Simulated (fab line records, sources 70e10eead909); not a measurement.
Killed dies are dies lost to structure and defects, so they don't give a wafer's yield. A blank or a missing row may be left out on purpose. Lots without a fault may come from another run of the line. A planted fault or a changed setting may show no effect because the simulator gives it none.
Which tool did it? | flow nand_harc | 6 lots, 18 wafers sampled, at 5 steps of a route of 1302

WHAT THE GAUGES READ, wafer by wafer
NHARC_A_ONON_D2_THK_MEAS_02: measures by ellipsometry.
lot  | measured     | on            | thk_nm (nm)
L555 | day 12 20:48 | film_metro-01 | 1010 1012 1014
L558 | day 14 20:05 | film_metro-02 | 996 996 997
L563 | day 16 22:35 | film_metro-01 | 995 995 996
L567 | day 18 13:35 | film_metro-02 | 1007 1008 1009
L570 | day 19 15:14 | film_metro-02 | 1003 664 665
L576 | day 21 22:35 | film_metro-02 | 999 1001 1000

WHICH TOOL RAN EACH LOT (tool, then ch and the chambers of the sampled wafers, then the start)
lot  | NHARC_A_CHANNEL_FILL_D1_CMP_10 | NHARC_A_DECK1_JOINT_ETCHBACK_00  | NHARC_A_DECK1_JOINT_CMP_02    | NHARC_A_ONON_D2_DEP_00
L555 | cmp-02 ch 1,2,3, day 11 14:35  | rie_si-01 ch 0,2,3, day 12 01:41 | cmp-02 ch 1,2,3, day 12 19:31 | pecvd_onon-04 ch 0, day 12 20:17
L558 | cmp-03 ch 1,2,3, day 13 06:16  | rie_si-04 ch 0,2,3, day 13 17:22 | cmp-01 ch 0,1,2, day 14 18:43 | pecvd_onon-01 ch 0, day 14 19:34
L563 | cmp-04 ch 0,3, day 15 09:53    | rie_si-05 ch 1,2,3, day 15 23:22 | cmp-03 ch 0,2,3, day 16 21:21 | pecvd_onon-04 ch 0, day 16 22:11
L567 | cmp-03 ch 0,1,3, day 17 00:27  | rie_si-01 ch 0,1,2, day 17 11:35 | cmp-02 ch 0,2,3, day 18 12:14 | pecvd_onon-04 ch 0, day 18 13:04
L570 | cmp-04 ch 1,2, day 18 01:36    | rie_si-05 ch 2,3, day 18 12:47   | cmp-02 ch 1,2, day 19 13:57   | pecvd_onon-04 ch 0, day 19 14:50
L576 | cmp-02 ch 0,1,2, day 20 11:31  | rie_si-04 ch 0,1,3, day 20 23:13 | cmp-02 ch 1,2, day 21 21:19   | pecvd_onon-03 ch 0, day 21 22:08
- NHARC_A_CHANNEL_FILL_D1_CMP_10: polishes, target thk 150 nm.
- NHARC_A_DECK1_JOINT_ETCHBACK_00: etches the open film in HBr, target depth 30 nm, time 17.4 s.
- NHARC_A_DECK1_JOINT_CMP_02: polishes SiOx.
- NHARC_A_ONON_D2_DEP_00: target thk 1000 nm.

THE ANSWER, worked out from the rows above alone
Rule: what is usual is taken from the lots themselves. Put in order of their means at a reading, lots are off if they are a third of the lots or fewer, leave a main group of 4 or more, and stand apart from it by a gap of 3 or more times the standard deviation of the main group's means; of several such gaps the widest counts. A main group whose means are all the same, to the digits that the tables above print for the reading, isn't used. A lot without any number at a reading at which 4 lots or more have one is off too. The other lots that the step has rows for count as sound.
Off: L570, at NHARC_A_ONON_D2_THK_MEAS_02 (thk_nm). The main group: mean 1002 nm, standard deviation 6.6.
A tool fits if, at a process step before that reading, it ran every lot that is off, and no sound lot after the first of them. The gauges at NHARC_A_ONON_D2_THK_MEAS_02 are tried like those tools. Can't be told from this: 3 tools fit, cmp-04 at NHARC_A_CHANNEL_FILL_D1_CMP_10, rie_si-05 at NHARC_A_DECK1_JOINT_ETCHBACK_00, pecvd_onon-04 at NHARC_A_ONON_D2_DEP_00.

WHAT THE SIMULATOR HAD PUT IN
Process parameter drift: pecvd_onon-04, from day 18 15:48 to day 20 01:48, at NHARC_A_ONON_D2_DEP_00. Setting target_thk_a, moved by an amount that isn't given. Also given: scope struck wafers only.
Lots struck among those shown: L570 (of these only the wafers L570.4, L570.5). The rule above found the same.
